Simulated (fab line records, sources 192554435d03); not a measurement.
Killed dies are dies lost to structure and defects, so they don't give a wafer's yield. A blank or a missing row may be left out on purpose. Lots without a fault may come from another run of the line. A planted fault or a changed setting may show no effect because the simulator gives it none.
Chamber matching | flow n5_finfet | N5_BEOL_M6_CMP_52 on cmp-01: 4 sister chambers
The step polishes, stops on SiCOH lowk, t overpolish 6.9 s, target thk 80 nm. 7 wafers are shown with their chamber, then 8 later ones without.

WAFERS WITH THEIR CHAMBER
wafer  | chamber | motor_current_A (A) | head_pressure_psi (psi)
L076.5 | 2       | 6.6                 | 1.0045
L079.4 | 1       | 5.9                 | 1.0016
L079.6 | 0       | 7.5                 | 0.9947
L082.1 | 3       | 6.7                 | 0.9970
L082.4 | 0       | 7.6                 | 0.9991
L082.6 | 3       | 6.7                 | 0.9989
L089.1 | 2       | 6.4                 | 1.0061

WAFERS WITHOUT THEIR CHAMBER
wafer  | motor_current_A (A) | head_pressure_psi (psi)
L089.4 | 6.8                 | 1.0008
L089.6 | 7.7                 | 0.9988
L090.2 | 6.8                 | 1.0004
L090.3 | 7.4                 | 0.9992
L090.6 | 6.8                 | 1.0004
L093.1 | 6.5                 | 1.0006
L093.5 | 7.8                 | 1.0009
L093.6 | 6.8                 | 0.9969

WHICH CHAMBER EACH WENT THROUGH
wafer  | from the rows above     | in truth
L089.4 | 3                       | 3
L089.6 | 0                       | 0
L090.2 | 3                       | 3
L090.3 | 0                       | 0
L090.6 | 3                       | 3
L093.1 | can't be placed: 2 or 3 | 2
L093.5 | 0                       | 0
L093.6 | 3                       | 3
Placed correctly: 7 of 8. Can't be placed from these rows: 1 (the true chamber is among the candidates in 1). Placed wrongly: 0.
How it was worked out, from the rows above alone: a wafer's distance from a chamber is the root of the sum, over the readings, of the square of ((its reading less the chamber's mean) divided by the reading's scatter). The wafer belongs to the nearest chamber; if the next one is less than 2 further off, it can't be placed. A chamber's mean is the mean of its shown wafers. The scatter: the root of (the sum of the squares of (reading less its chamber's mean) over the shown wafers, divided by (wafers less chambers)).
